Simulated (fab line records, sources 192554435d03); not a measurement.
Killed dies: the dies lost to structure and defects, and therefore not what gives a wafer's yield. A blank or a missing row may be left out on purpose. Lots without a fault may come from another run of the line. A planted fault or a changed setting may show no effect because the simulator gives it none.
Split-lot experiment + flow n5_finfet + on a route of 1938 steps: 7 lots, 39 wafers read

== ABOUT THE SPLIT ==
At N5_BEOL_M9_ILD_DEP_00 (deposits SiCOH lowk from DEMS/porogen, target thk 308.51 nm, time 58 s), the setting time_s was moved away from the recipe's 58 s on 18 of the 39 wafers read, by -51.1% to +58.8%. This setting was run at the recipe's value on the other wafers.

== FROM SPLIT TO READING: 1 step shown by the file between the two ==
- N5_BEOL_M9_CURE_71: cures SiCOH lowk, time 240 s

== THE READING ==
At N5_BEOL_M9_THK_MEAS_01: M9_ILD_THK, given in nm. Typical for fault-free wafers on this fab line: 267.1 nm, with standard deviation 3 nm.

| wafer  | tool, chamber at the split | time_s as run, s | against the recipe | M9_ILD_THK, nm | against lot-mates on the recipe |
|--------|----------------------------|------------------|--------------------|----------------|---------------------------------|
| L083.1 | pecvd-02, 2                | 79.45            | +37.0%             | 367.4          | +99.5                           |
| L083.2 | pecvd-02, 1                | 58               | recipe             | 267.3          | -                               |
| L083.3 | pecvd-02, 0                | 58               | recipe             | 267.0          | -                               |
| L083.4 | pecvd-02, 1                | 79.45            | +37.0%             | 372.2          | +104.3                          |
| L083.5 | pecvd-02, 0                | 79.45            | +37.0%             | 369.4          | +101.5                          |
| L083.6 | pecvd-02, 2                | 58               | recipe             | 269.4          | -                               |
| L085.1 | pecvd-02, 1                | 92.1             | +58.8%             | 421.4          | +154.9                          |
| L085.2 | pecvd-02, 0                | 58               | recipe             | 263.5          | -                               |
| L085.3 | pecvd-02, 2                | 58               | recipe             | 267.2          | -                               |
| L085.4 | pecvd-02, 1                | 92.1             | +58.8%             | 430.6          | +164.1                          |
| L085.5 | pecvd-02, 0                | 58               | recipe             | 268.7          | -                               |
| L085.6 | pecvd-02, 2                | 92.1             | +58.8%             | 431.0          | +164.5                          |
| L086.1 | pecvd-02, 0                | 58               | recipe             | 266.5          | -                               |
| L086.2 | pecvd-02, 2                | 75.35            | +29.9%             | 348.0          | +79.2                           |
| L086.3 | pecvd-02, 1                | 75.35            | +29.9%             | 347.4          | +78.6                           |
| L086.4 | pecvd-02, 1                | 58               | recipe             | 270.3          | -                               |
| L086.5 | pecvd-02, 0                | 58               | recipe             | 269.7          | -                               |
| L086.6 | pecvd-02, 2                | 75.35            | +29.9%             | 347.8          | +79.0                           |
| L088.1 | pecvd-03, 0                | 58               | recipe             | 264.5          | -                               |
| L088.4 | pecvd-03, 0                | 58               | recipe             | 268.3          | -                               |
| L088.5 | pecvd-03, 1                | 58               | recipe             | 265.3          | -                               |
| L087.1 | pecvd-03, 1                | 91.8             | +58.3%             | 421.9          | +157.1                          |
| L087.2 | pecvd-03, 0                | 58               | recipe             | 264.5          | -                               |
| L087.3 | pecvd-03, 2                | 58               | recipe             | 261.8          | -                               |
| L087.4 | pecvd-03, 2                | 58               | recipe             | 268.2          | -                               |
| L087.5 | pecvd-03, 1                | 91.8             | +58.3%             | 425.8          | +161.0                          |
| L087.6 | pecvd-03, 0                | 91.8             | +58.3%             | 428.4          | +163.6                          |
| L091.1 | pecvd-03, 2                | 35.36            | -39.0%             | 159.5          | -108.7                          |
| L091.2 | pecvd-03, 1                | 35.36            | -39.0%             | 159.8          | -108.4                          |
| L091.3 | pecvd-03, 0                | 35.36            | -39.0%             | 164.3          | -103.9                          |
| L091.4 | pecvd-03, 1                | 58               | recipe             | 267.6          | -                               |
| L091.5 | pecvd-03, 2                | 58               | recipe             | 268.3          | -                               |
| L091.6 | pecvd-03, 0                | 58               | recipe             | 268.6          | -                               |
| L095.1 | pecvd-01, 0                | 28.39            | -51.1%             | 129.7          | -138.5                          |
| L095.2 | pecvd-01, 1                | 28.39            | -51.1%             | 126.8          | -141.4                          |
| L095.3 | pecvd-01, 2                | 58               | recipe             | 265.4          | -                               |
| L095.4 | pecvd-01, 2                | 58               | recipe             | 270.1          | -                               |
| L095.5 | pecvd-01, 1                | 58               | recipe             | 269.0          | -                               |
| L095.6 | pecvd-01, 0                | 28.39            | -51.1%             | 131.7          | -136.5                          |

FIT RESULTS
A straight line over all 39 wafers: M9_ILD_THK changes by +2.72 nm for each +1% of time_s; r = +1.00; the points scatter about the line by 2.5 nm.
The same after taking each lot's own level away (the mean of its wafers on the recipe; 39 wafers): +2.73 nm for each +1%; r = +1.00; scatter 2.4 nm.
Per that fit: largest time_s move, reading shift of 1.6e+02 nm.
From 264.83 to 268.83 nm: that is the span of the lots' own levels, equal to 1.3 times the standard deviation above.
Hence the lot-to-lot level has little effect on the slope; both slopes agree.
Check: +161 nm against its lot-mates is what the line predicts for one of the wafers moved furthest among these (+58.8%) when that wafer is left out of the fit. Against them it came out at +155 nm.

== THE WHOLE CHAIN: every reading that the file lists as answering this split, in the file's order ==
| step                   | what it does                                                           | reading                                                                                  | change (the file's fit)              | r (the file's) |
|------------------------|------------------------------------------------------------------------|------------------------------------------------------------------------------------------|--------------------------------------|----------------|
| N5_BEOL_M9_ILD_DEP_00  | deposits SiCOH lowk from DEMS/porogen, target thk 308.51 nm, time 58 s | SiCOH_lowk_of_BEOL_M9_ILD_DEP_00.thk_nm (the simulator's own value, which no gauge read) | +3.08 nm for each +1% of the setting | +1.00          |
| N5_BEOL_M9_CURE_71     | cures SiCOH lowk, time 240 s                                           | SiCOH_lowk_of_BEOL_M9_ILD_DEP_00.thk_nm (the simulator's own value, which no gauge read) | +2.73 nm for each +1% of the setting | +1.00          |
| N5_BEOL_M9_THK_MEAS_01 |                                                                        | M9_ILD_THK                                                                               | +2.73 for each +1% of the setting    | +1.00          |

== THE FILE'S OWN FIT ==
M9_ILD_THK changes by +2.73 nm for each +1% of time_s, r = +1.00.
